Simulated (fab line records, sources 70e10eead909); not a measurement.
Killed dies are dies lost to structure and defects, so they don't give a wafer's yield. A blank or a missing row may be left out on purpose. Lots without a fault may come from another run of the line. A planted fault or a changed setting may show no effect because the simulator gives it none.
Which tool did it? | flow nand_harc | 6 lots, 18 wafers sampled, at 3 steps of a route of 1302

WHAT THE GAUGES READ, wafer by wafer
NHARC_A_ONON_D1_THK_MEAS_24: measures by ellipsometry.
lot  | measured     | on            | thk_nm (nm)
L772 | day 9 09:40  | film_metro-01 | 989 989 992
L775 | day 10 04:52 | film_metro-01 | 1017 1018 1019
L778 | day 11 07:14 | film_metro-01 | 1012 1010 1011
L781 | day 13 00:58 | film_metro-01 | 989 989 989
L783 | day 14 04:30 | film_metro-02 | 1006 1008 1007
L789 | day 16 06:28 | film_metro-02 | 678 678 677

WHICH TOOL RAN EACH LOT (tool, then ch and the chambers of the sampled wafers, then the start)
lot  | NHARC_P_BONDPAD_CMP_19        | NHARC_A_ONON_D1_DEP_22
L772 | cmp-02 ch 0,1, day 7 21:36    | pecvd_onon-01 ch 0, day 9 09:13
L775 | cmp-04 ch 1,2,3, day 8 17:36  | pecvd_onon-03 ch 0, day 10 04:21
L778 | cmp-01 ch 0,2, day 9 22:57    | pecvd_onon-01 ch 0, day 11 06:44
L781 | cmp-01 ch 0,1,3, day 11 11:19 | pecvd_onon-03 ch 0, day 13 00:26
L783 | cmp-04 ch 2,3, day 12 12:47   | pecvd_onon-03 ch 0, day 14 03:59
L789 | cmp-01 ch 0,1, day 14 18:41   | pecvd_onon-01 ch 0, day 16 06:01
- NHARC_P_BONDPAD_CMP_19: polishes, t overpolish 30 s, cu recess touch 16 s, target thk 160.81 nm.
- NHARC_A_ONON_D1_DEP_22: target thk 1000 nm.

THE ANSWER, worked out from the rows above alone
Rule: what is usual is taken from the lots themselves. Put in order of their means at a reading, lots are off if they are a third of the lots or fewer, leave a main group of 4 or more, and stand apart from it by a gap of 3 or more times the standard deviation of the main group's means; of several such gaps the widest counts. A main group whose means are all the same, to the digits that the tables above print for the reading, isn't used. A lot without any number at a reading at which 4 lots or more have one is off too. The other lots that the step has rows for count as sound.
Off: L789, at NHARC_A_ONON_D1_THK_MEAS_24 (thk_nm). The main group: mean 1003 nm, standard deviation 12.
A tool fits if, at a process step before that reading, it ran every lot that is off, and no sound lot after the first of them. The gauges at NHARC_A_ONON_D1_THK_MEAS_24 are tried like those tools. Can't be told from this: 3 tools fit, cmp-01 at NHARC_P_BONDPAD_CMP_19, pecvd_onon-01 at NHARC_A_ONON_D1_DEP_22, film_metro-02 at NHARC_A_ONON_D1_THK_MEAS_24.

WHAT THE SIMULATOR HAD PUT IN
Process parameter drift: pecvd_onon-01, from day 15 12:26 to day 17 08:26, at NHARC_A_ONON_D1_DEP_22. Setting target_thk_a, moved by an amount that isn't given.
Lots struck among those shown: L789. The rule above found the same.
